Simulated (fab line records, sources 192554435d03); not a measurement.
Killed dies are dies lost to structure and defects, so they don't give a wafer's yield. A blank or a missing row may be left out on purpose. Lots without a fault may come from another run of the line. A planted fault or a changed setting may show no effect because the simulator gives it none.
fab line records | flow n5_finfet | part 1 of 2: steps 1 to 28 of 34
record lots=5 wafers=15 last_day=17
route steps=1938 shown SD_EPI_N@280 SD_EPI_P@295
lots that met no fault: from a run of the same line without faults
start_h: hours from the record's first day to the start of the lot's first wafer shown | wait_h: hours since the lot's step before | " the same as in the row above | L1.1+2: a row that stands for several wafers | - no value, or no start given | * or withheld: withheld | < > ~ a bound
route shown NAME@n: a module of which the file shows steps, and the number in the route of the first | usual: mean/standard deviation of fault-free wafers | same: alike in all rows | chamber/n: place in a boat | sites: the reading at each site | _std_site: their standard deviation | _edge_site: outer sites' mean less inner sites' | radius_mm: how far each site lies from the wafer's centre | mask NAME#n: copy n | behind: the tool/chamber that last shaped the wafer | hold: why the lot was held/for how many hours/how that ended | device: the transistor (n, p or np) that didn't switch | end of line: the same wafers' tests at the end of the route | a step without rows: its recipe alone | killed: dies lost to structure and defects at the first sort, not the wafer's yield | map: a wafer's dies, x killed, . not, _ none there
set.NAME: the setting as run; set.NAME@STEP: as run at that earlier step | model.NAME: the simulator's own value behind a step, which no gauge read
lots at some steps of the route; a table a step, a row a wafer
services: from which hour (start_h, from the record's first day; less than 0 if before it) a tool's chamber was out of use, for how many hours, and why
## steps
# step N5_SD_EPI_N_STRIP_47
# recipe chemistry=CHF3/O2 resist=SiARC rf_frequency_hz=6e+07
# columns lot.wafer tool chamber start_h wait_h
L077.3+4+6 rie_diel-04 2,3,2 69.20 0.0
L081.2+4+5 rie_diel-01 3,0,2 91.68 0.0
L083.1+2+6 rie_diel-02 1,0,2 106.38 0.0
L094.1+2+3 rie_diel-01 0,1,3 168.62 0.0
L097.1+2+5 rie_diel-04 0,3,2 188.19 0.0
# step N5_SD_EPI_N_SD_RECESS_17
# recipe chemistry=HBr/Cl2/O2 target_depth_a=410 mask_material=SOC time_s=23.7 bt_time_s=3 pressure_mtorr=10 icp_w=800 bias_w=112 HBr_flow_sccm=150 Cl2_flow_sccm=80 O2_flow_sccm=12
# usual drypump_motor_current_A=5.8/0.51 oes_product_au=1.010/0.016 throttle_valve_pct=37.1/0.42
# columns lot.wafer tool chamber start_h wait_h drypump_motor_current_A oes_product_au rf_hours_counter_h throttle_valve_pct
L077.3 rie_si-05 2 69.23 0.0 6.0 1.022 9 37.3
L077.4 " 1 " " 5.6 1.009 184 36.6
L077.6 " 3 " " 6.6 0.982 - 37.2
L081.2 rie_si-05 3 91.71 0.0 6.6 0.986 156 37.2
L081.4 " 0 " " 5.5 1.015 72 37.6
L081.5 " 3 " " 6.7 0.992 - 37.2
L083.1 rie_si-02 3 106.41 0.0 5.0 1.010 158 37.6
L083.2 " 1 " " 5.0 0.993 47 36.8
L083.6 " 2 " " 6.3 1.026 - 36.0
L094.1 rie_si-03 1 168.65 0.0 6.0 1.001 132 37.2
L094.2 " 2 " " 6.4 1.019 30 37.5
L094.3 " 3 " " 6.4 1.023 56 36.9
L097.1 rie_si-05 0 188.22 0.0 5.5 1.013 74 37.6
L097.2 " 3 " " 6.6 0.983 158 37.2
L097.5 " 2 " " 6.0 1.027 - 37.3
# step N5_SD_EPI_N_STRIP_38
# recipe chemistry=N2/H2 power_w=1000 temp_c=250 h2_frac=0.65 overash_fraction=0.3 pressure_mtorr=withheld n2_flow_sccm=1750 h2_flow_sccm=3250
# usual drypump_motor_current_A=5.45/0.12 heater_power_w=351/48 oes_product_au=0.761/0.012
# columns lot.wafer tool chamber start_h wait_h drypump_motor_current_A heater_power_w oes_product_au rf_hours_counter_h
L077.3 plasma_asher-02 1 69.34 0.1 5.31 324 0.752 -
L077.4 " 0 " " 5.50 448 0.773 -
L077.6 " 0 " " 5.56 431 0.748 -
L081.2 plasma_asher-02 0 91.80 0.1 5.50 432 0.774 41
L081.4 " 1 " " 5.30 342 0.748 -
L081.5 " 1 " " 5.36 330 0.721 -
L083.1 plasma_asher-02 0 106.51 0.1 5.51 442 0.750 44
L083.2 " 1 " " 5.36 330 0.770 44
L083.6 " 1 " " 5.38 334 0.742 -
L094.1 plasma_asher-01 1 168.75 0.1 5.63 326 0.738 108
L094.2 " 0 " " 5.34 316 0.794 108
L094.3 " 1 " " 5.63 322 0.775 -
L097.1 plasma_asher-02 0 188.31 0.1 5.48 438 0.769 61
L097.2 " 1 " " 5.32 334 0.754 61
L097.5 " 0 " " 5.52 426 0.750 -
# step N5_SD_EPI_N_WET_ETCH_43
# recipe chemistry=dHF dilution=withheld time_s=14 target=SiO2 target_depth_a=15 temp_c=25
# columns lot.wafer tool chamber start_h wait_h
L077.3+4+6 wet_bench-06 4,0,6 69.41 -
L081.2+4+5 wet_bench-03 0,7,2 91.89 -
L083.1+2+6 wet_bench-03 1,0,2 106.59 -
L094.1+2+3 wet_bench-02 1,3,7 168.83 -
L097.1+2+5 wet_bench-03 1,0,5 188.40 -
# step N5_SD_EPI_N_STRIP_18
# recipe chemistry=SPM time_s=750 temp_c=130 h2so4_h2o2_vol_ratio=4
# columns lot.wafer tool chamber start_h wait_h
L077.3+4+6 wet_bench-06 4,0,6 69.42 0.0
L081.2+4+5 wet_bench-03 0,7,2 91.90 0.0
L083.1+2+6 wet_bench-03 1,0,2 106.60 0.0
L094.1+2+3 wet_bench-02 1,3,7 168.84 0.0
L097.1+2+5 wet_bench-03 1,0,5 188.42 0.0
# step N5_SD_EPI_N_SRD_20
# recipe dry=ipa_marangoni do_ppb=5 time_s=30 temp_c=23 rinse_liquid=diw
# columns lot.wafer tool chamber start_h wait_h
L077.3+4+6 wet_bench-06 4,0,6 69.62 0.0
L081.2+4+5 wet_bench-03 0,7,2 92.11 0.0
L083.1+2+6 wet_bench-03 1,0,2 106.81 0.0
L094.1+2+3 wet_bench-02 1,3,7 169.05 0.0
L097.1+2+5 wet_bench-03 1,0,5 188.87 0.0
# step N5_SD_EPI_N_PRECLEAN_48
# recipe chemistry=NF3:NH3 afs_cycles=2 temp_c=30 time_s=20 sublimation_temp_c=180 sublimation_time_s=60 pressure_torr=3 rf_power_w=30
# usual chamber_pressure_Torr=3.000/0.0063
# same afs_cycles=2 sublimation_time_s=60
# columns lot.wafer tool chamber start_h wait_h chamber_pressure_Torr
L077.3 epi_rpcvd-01 0 69.79 0.2 3.008
L077.4 " 0 " " 2.997
L077.6 " 0 " " 2.998
L081.2 epi_rpcvd-04 0 92.22 0.1 3.005
L081.4 " 0 " " 3.002
L081.5 " 0 " " 3.002
L083.1 epi_rpcvd-01 0 106.86 0.0 3.004
L083.2 " 0 " " 3.006
L083.6 " 0 " " 3.002
L094.1 epi_rpcvd-01 0 169.10 0.0 2.995
L094.2 " 0 " " 3.005
L094.3 " 0 " " 3.002
L097.1 epi_rpcvd-03 0 188.94 0.0 2.995
L097.2 " 0 " " 2.998
L097.5 " 0 " " 3.003
# step N5_SD_EPI_N_VAPOR_ETCH_50
# recipe chemistry=HCl target=Si temp_c=775 time_s=54 pressure_torr=20 mode=isotropic
# usual chamber_pressure_Torr=20.00/0.041 throttle_valve_pct=12.2/0.35
# columns lot.wafer tool chamber start_h wait_h chamber_pressure_Torr throttle_valve_pct
L077.3 epi_rpcvd-01 0 70.09 0.2 20.01 12.2
L077.4 " 0 " " 20.00 12.1
L077.6 " 0 " " 19.99 12.2
L081.2 epi_rpcvd-04 0 92.55 0.3 20.07 11.9
L081.4 " 0 " " 20.02 11.8
L081.5 " 0 " " 19.98 11.7
L083.1 epi_rpcvd-01 0 107.22 0.3 20.04 12.3
L083.2 " 0 " " 20.05 12.1
L083.6 " 0 " " 20.01 11.8
L094.1 epi_rpcvd-01 0 169.46 0.3 19.99 11.9
L094.2 " 0 " " 20.03 11.7
L094.3 " 0 " " 20.01 12.0
L097.1 epi_rpcvd-03 0 189.30 0.3 19.96 12.5
L097.2 " 0 " " 19.97 12.6
L097.5 " 0 " " 19.91 12.6
# step N5_SD_EPI_N_EPI_21
# recipe material=Si:P dopant=P temp_c=680 pressure_torr=255 time_s=690
# usual chamber_pressure_Torr=255.0/0.54
# columns lot.wafer tool chamber start_h wait_h chamber_pressure_Torr
L077.3 epi_rpcvd-01 0 70.77 0.7 253.6
L077.4 " 0 " " 254.4
L077.6 " 0 " " 254.3
L081.2 epi_rpcvd-04 0 92.98 0.4 255.1
L081.4 " 0 " " 254.5
L081.5 " 0 " " 254.6
L083.1 epi_rpcvd-01 0 107.40 0.1 255.0
L083.2 " 0 " " 255.0
L083.6 " 0 108.80 1.4 254.8
L094.1 epi_rpcvd-01 0 169.64 0.1 254.8
L094.2 " 0 " " 255.4
L094.3 " 0 " " 255.0
L097.1 epi_rpcvd-03 0 189.48 0.1 255.7
L097.2 " 0 " " 256.4
L097.5 " 0 " " 255.6
# step N5_SD_EPI_N_EPI_MEAS_23
# recipe mode=xrd
# usual thk_nm=58.7/1.2
# columns lot.wafer tool chamber start_h wait_h thk_nm
L077.3 film_metro-01 - 71.94 0.9 57.8
L077.4 " - " " 59.1
L077.6 " - " " 60.2
L081.2 film_metro-01 - 94.44 1.2 57.8
L081.4 " - " " 58.3
L081.5 " - " " 58.8
L083.1 film_metro-01 - 109.11 1.4 58.8
L083.2 " - " " 59.5
L083.6 " - " " 59.5
L094.1 film_metro-01 - 171.36 1.4 59.4
L094.2 " - " " 59.2
L094.3 " - " " 57.7
L097.1 film_metro-02 - 191.20 1.4 59.7
L097.2 " - " " 57.9
L097.5 " - " " 57.2
# step N5_SD_EPI_N_PRECLEAN_24
# recipe chemistry=O3/DIW time_s=60 temp_c=22 o3_ppm=10
# columns lot.wafer tool chamber start_h wait_h
L077.3+4+6 wet_bench-02 5,1,6 71.97 0.0
L081.2+4+5 wet_bench-03 0,6,2 94.47 0.0
L083.1+2+6 wet_bench-03 7,6,0 109.15 0.0
L094.1+2+3 wet_bench-03 6,5,1 171.40 0.0
L097.1+2+5 wet_bench-06 1,5,0 191.23 0.0
# step N5_SD_EPI_N_SRD_25
# recipe time_s=30 temp_c=23 rinse_liquid=diw dry=ipa_marangoni
# columns lot.wafer tool chamber start_h wait_h
L077.3+4+6 wet_bench-02 5,1,6 71.99 0.0
L081.2+4+5 wet_bench-03 0,6,2 94.49 0.0
L083.1+2+6 wet_bench-03 7,6,0 109.17 0.0
L094.1+2+3 wet_bench-03 6,5,1 171.42 0.0
L097.1+2+5 wet_bench-06 1,5,0 191.25 0.0
# step N5_SD_EPI_N_PRECLEAN_49
# recipe chemistry=NF3:NH3 afs_cycles=1 temp_c=30 time_s=20 sublimation_temp_c=180 sublimation_time_s=60 pressure_torr=3 rf_power_w=30
# same afs_cycles=1 sublimation_time_s=60
# columns lot.wafer tool chamber start_h wait_h
L077.3+4+6 remote_plasma-01 0 72.09 0.1
L081.2+4+5 remote_plasma-02 1 94.57 0.1
L083.1+2+6 remote_plasma-01 0 109.22 0.0
L094.1+2+3 remote_plasma-02 1 171.46 0.0
L097.1+2+5 remote_plasma-01 0 191.30 0.0
# step N5_SD_EPI_N_LINER_46
# recipe material=SiNx target_thk_a=30 temp_c=400 ald_precursor_family=SiH2I2 ald_co_reactant=N2/H2-plasma pressure_torr=2
# usual chamber_pressure_Torr=2.000/0.0048 heater_power_w=799/110
# columns lot.wafer tool chamber start_h wait_h chamber_pressure_Torr heater_power_w
L077.3 ald_sin-02 3 72.24 0.1 2.002 754
L077.4 " 1 " " 1.993 703
L077.6 " 3 " " 2.000 738
L081.2 ald_sin-01 3 94.83 0.2 1.998 739
L081.4 " 1 " " 1.997 689
L081.5 " 2 " " 2.006 1010
L083.1 ald_sin-01 3 109.42 0.2 1.998 716
L083.2 " 0 " " 2.003 707
L083.6 " 2 " " 1.997 1006
L094.1 ald_sin-02 0 171.66 0.2 1.986 956
L094.2 " 1 " " 2.001 697
L094.3 " 3 " " 2.005 742
L097.1 ald_sin-04 1 191.94 0.6 1.997 789
L097.2 " 2 " " 2.005 811
L097.5 " 2 " " 2.004 830
# step N5_SD_EPI_N_INSPECT_26
# recipe inspect_instrument=darkfield mode=post_epi
# usual raw_defect_count=221/38
# columns lot.wafer tool chamber start_h wait_h raw_defect_count
L077.3 defect_inspect-01 - 72.49 0.1 200
L077.4 " - " " 174
L077.6 " - " " 195
L081.2 defect_inspect-02 - 95.08 0.1 170
L081.4 " - " " 184
L081.5 " - " " 194
L083.1 defect_inspect-02 - 109.67 0.1 262
L083.2 " - " " 158
L083.6 " - " " 171
L094.1 defect_inspect-01 - 171.91 0.1 202
L094.2 " - " " 234
L094.3 " - " " 157
L097.1 defect_inspect-02 - 192.19 0.1 189
L097.2 " - " " 261
L097.5 " - " " 230
# step N5_SD_EPI_P_COAT_34
# recipe resist=SOC temp_c=250 time_s=60 spin_rpm=1500 resist_thk_nm=350
# columns lot.wafer tool chamber start_h wait_h
L077.3+4+6 litho_track-01 0 72.52 0.0
L081.2+4+5 litho_track-01 0 95.11 0.0
L083.1+2+6 litho_track-04 0 109.70 0.0
L094.1+2+3 litho_track-04 0 171.94 0.0
L097.1+2+5 litho_track-04 0 192.22 0.0
# step N5_SD_EPI_P_COAT_35
# recipe resist=SiARC temp_c=220 time_s=60 spin_rpm=1500 resist_thk_nm=35
# columns lot.wafer tool chamber start_h wait_h
L077.3+4+6 litho_track-01 0 - -
L081.2+4+5 litho_track-01 0 - -
L083.1+2+6 litho_track-04 0 - -
L094.1+2+3 litho_track-04 0 - -
L097.1+2+5 litho_track-04 0 - -
# step N5_SD_EPI_P_COAT_03
# recipe resist=CAR-ArF-block spin_rpm=1500 resist_thk_nm=150
# columns lot.wafer tool chamber start_h wait_h
L077.3+4+6 litho_track-01 0 - -
L081.2+4+5 litho_track-01 0 - -
L083.1+2+6 litho_track-04 0 - -
L094.1+2+3 litho_track-04 0 - -
L097.1+2+5 litho_track-04 0 - -
# step N5_SD_EPI_P_EBR_05
# recipe solvent=PGMEA ebr_width_mm=1.5
# columns lot.wafer tool chamber start_h wait_h
L077.3+4+6 litho_track-01 0 - -
L081.2+4+5 litho_track-01 0 - -
L083.1+2+6 litho_track-04 0 - -
L094.1+2+3 litho_track-04 0 - -
L097.1+2+5 litho_track-04 0 - -
# step N5_SD_EPI_P_SOFTBAKE_04
# recipe temp_c=110 time_s=60 resist=CAR-ArF-block
# columns lot.wafer tool chamber start_h wait_h
L077.3+4+6 litho_track-01 0 - -
L081.2+4+5 litho_track-01 0 - -
L083.1+2+6 litho_track-04 0 - -
L094.1+2+3 litho_track-04 0 - -
L097.1+2+5 litho_track-04 0 - -
# step N5_SD_EPI_P_EXPOSE_06
# recipe mask_id=SD_P_BLK na=1.35 source_shape=conventional sigma_outer=0.8 polarization=unpolarized target_cd_nm=240 dose_mj=39.5
# columns lot.wafer tool chamber start_h wait_h mask
L077.3+4+6 arfi_scanner-03 0 72.65 - SD_P_BLK#0
L081.2+4+5 arfi_scanner-03 0 95.24 - SD_P_BLK#0
L083.1+2+6 arfi_scanner-01 0 109.95 - SD_P_BLK#0
L094.1+2+3 arfi_scanner-02 0 172.19 - SD_P_BLK#0
L097.1+2+5 arfi_scanner-03 0 192.46 - SD_P_BLK#0
# step N5_SD_EPI_P_PEB_07
# recipe peb_temp_c=110 peb_time_s=60 resist=CAR-ArF-block
# same peb_time_s=60
# columns lot.wafer tool chamber start_h wait_h
L077.3+4+6 litho_track-01 0 72.69 0.0
L081.2+4+5 litho_track-05 0 95.29 0.0
L083.1+2+6 litho_track-01 0 110.00 0.1
L094.1+2+3 litho_track-01 0 172.24 0.1
L097.1+2+5 litho_track-01 0 192.52 0.1
# step N5_SD_EPI_P_DEVELOP_08
# recipe develop_time_s=30 developer=TMAH resist=CAR-ArF-block dev_temp_c=23 rinse_liquid=diw dry=air_spin
# columns lot.wafer tool chamber start_h wait_h
L077.3+4+6 litho_track-01 0 - -
L081.2+4+5 litho_track-05 0 - -
L083.1+2+6 litho_track-01 0 - -
L094.1+2+3 litho_track-01 0 - -
L097.1+2+5 litho_track-01 0 - -
# step N5_SD_EPI_P_CD_MEAS_09
# recipe target_cd_nm=240 landing_energy_ev=500 detector=se_inlens
# usual cd_nm=240.0/0.8
# columns lot.wafer tool chamber start_h wait_h cd_nm
L077.3 cd_sem-01 0 72.76 - 240.0
L077.4 " 0 " " 239.2
L077.6 " 0 " " 239.0
L081.2 cd_sem-03 0 95.36 - 242.1
L081.4 " 0 " " 240.6
L081.5 " 0 " " 240.8
L083.1 cd_sem-01 0 110.07 - 240.7
L083.2 " 0 " " 239.7
L083.6 " 0 " " 240.9
L094.1 cd_sem-03 0 172.31 - 239.4
L094.2 " 0 " " 239.7
L094.3 " 0 " " 239.6
L097.1 cd_sem-01 0 192.59 - 239.8
L097.2 " 0 " " 240.6
L097.5 " 0 " " 239.2
# step N5_SD_EPI_P_OVL_MEAS_10
# recipe points_per_wafer=44
# usual SD_P_BLK_OVL=-0.7/0.73
# columns lot.wafer tool chamber start_h wait_h SD_P_BLK_OVL[nm]
L077.3 overlay-01 0 72.79 0.0 -1.8
L077.4 " 0 " " -2.5
L077.6 " 0 " " -1.6
L081.2 overlay-02 0 95.39 0.0 -0.4
L081.4 " 0 " " -1.9
L081.5 " 0 " " -1.1
L083.1 overlay-01 0 110.10 0.0 -0.4
L083.2 " 0 " " -1.6
L083.6 " 0 " " -0.4
L094.1 overlay-01 0 172.34 0.0 -0.7
L094.2 " 0 " " -0.8
L094.3 " 0 " " -0.2
L097.1 overlay-02 0 192.62 0.0 -0.7
L097.2 " 0 " " -1.1
L097.5 " 0 " " -0.8
# step N5_SD_EPI_P_INSPECT_11
# recipe mode=adi inspect_instrument=macro
# usual raw_defect_count=2.1/1.4
# columns lot.wafer tool chamber start_h wait_h raw_defect_count
L077.3 defect_inspect-01 - 72.81 0.0 2
L077.4 " - " " 2
L077.6 " - " " 1
L081.2 defect_inspect-02 - 95.41 0.0 1
L081.4 " - " " 4
L081.5 " - " " 2
L083.1 defect_inspect-02 - 110.13 0.0 2
L083.2 " - " " 3
L083.6 " - " " 4
L094.1 defect_inspect-02 - 172.37 0.0 1
L094.2 " - " " 1
L094.3 " - " " 4
L097.1 defect_inspect-01 - 192.64 0.0 4
L097.2 " - " " 1
L097.5 " - " " 2
# step N5_SD_EPI_P_DESCUM_14
# recipe chemistry=O2 time_s=7.9 source_power_w=50 bias_power_w=20 pressure_mtorr=20 rf_frequency_hz=2.712e+07 temp_c=40 resist=CAR-ArF-block o2_flow_sccm=225
# usual drypump_motor_current_A=5.7/0.31 oes_product_au=0.78/0.084 rf_vpp_V=243.2/1.3 showerhead_plenum_p_Torr=2.09/0.075 throttle_valve_pct=20.47/0.23
# columns lot.wafer tool chamber start_h wait_h drypump_motor_current_A oes_product_au rf_hours_counter_h rf_vpp_V showerhead_plenum_p_Torr throttle_valve_pct
L077.3 rie_diel-06 2 72.85 0.0 5.5 0.73 179 243.9 2.09 20.42
L077.4 " 3 " " 5.8 0.98 6 243.3 2.15 20.64
L077.6 " 1 " " 5.9 0.75 - 242.8 2.20 20.57
L081.2 rie_diel-05 2 95.44 0.0 5.6 0.89 33 243.3 2.12 20.17
L081.4 " 3 " " 6.1 0.69 242 241.8 1.97 20.87
L081.5 " 2 " " 5.6 0.89 - 243.4 2.12 20.18
L083.1 rie_diel-05 0 110.16 0.0 5.8 0.79 122 242.6 2.02 20.65
L083.2 " 2 " " 5.6 0.88 36 243.6 2.12 20.18
L083.6 " 1 " " 5.7 0.75 - 242.4 2.08 19.97
L094.1 rie_diel-03 3 172.40 0.0 5.2 0.74 177 242.9 2.07 20.43
L094.2 " 1 " " 6.2 0.70 189 241.7 2.00 20.64
L094.3 " 2 " " 5.5 0.92 4 245.5 2.25 20.36
L097.1 rie_diel-05 0 192.68 0.0 5.8 0.76 149 241.3 2.01 20.69
L097.2 " 1 " " 5.7 0.73 165 242.7 2.07 19.99
L097.5 " 0 " " 5.8 0.76 - 242.7 2.01 20.69
# step N5_SD_EPI_P_ETCH_36
# recipe chemistry=CF4 target=SiARC target_depth_a=455 mask_material=CAR-ArF-block time_s=75.8 ion_energy_ev=80 pressure_mtorr=40 source_w=545 bias_w=36 Ar_flow_sccm=100 cf4_flow_sccm=100 ends=cleared
# usual drypump_motor_current_A=5.7/0.31 etch_rf_on_time_s=74.8/2.3 oes_product_au=0.67/0.073 rf_vpp_V=184.0/1.2 showerhead_plenum_p_Torr=2.14/0.07 throttle_valve_pct=15.67/0.2
# columns lot.wafer tool chamber start_h wait_h drypump_motor_current_A etch_rf_on_time_s oes_product_au rf_hours_counter_h rf_vpp_V showerhead_plenum_p_Torr throttle_valve_pct
L077.3 rie_diel-06 2 72.88 0.0 5.5 78.3 0.61 179 183.5 2.13 15.51
L077.4 " 3 " " 5.8 74.8 0.83 6 185.4 2.19 15.61
L077.6 " 1 " " 5.9 76.8 0.65 - 183.7 2.24 15.70
L081.2 rie_diel-05 2 95.48 0.0 5.6 71.3 0.78 33 183.3 2.18 15.37
L081.4 " 3 " " 6.1 78.1 0.56 242 183.8 2.03 16.06
L081.5 " 2 " " 5.6 71.1 0.79 - 185.6 2.18 15.40
L083.1 rie_diel-05 0 110.19 0.0 5.8 70.8 0.70 122 182.5 2.08 15.85
L083.2 " 2 " " 5.6 70.7 0.78 36 184.8 2.18 15.40
L083.6 " 1 " " 5.7 75.7 0.65 - 183.7 2.14 15.33
L094.1 rie_diel-03 3 172.43 0.0 5.2 74.7 0.64 177 183.4 2.15 15.72
L094.2 " 1 " " 6.2 73.8 0.62 189 183.8 2.05 15.83
L094.3 " 2 " " 5.5 74.4 0.80 4 184.3 2.28 15.41
L097.1 rie_diel-05 0 192.71 0.0 5.8 71.1 0.67 149 183.1 2.07 15.92
L097.2 " 1 " " 5.8 75.1 0.63 165 183.6 2.13 15.38
L097.5 " 0 " " 5.8 70.7 0.67 - 182.1 2.07 15.92
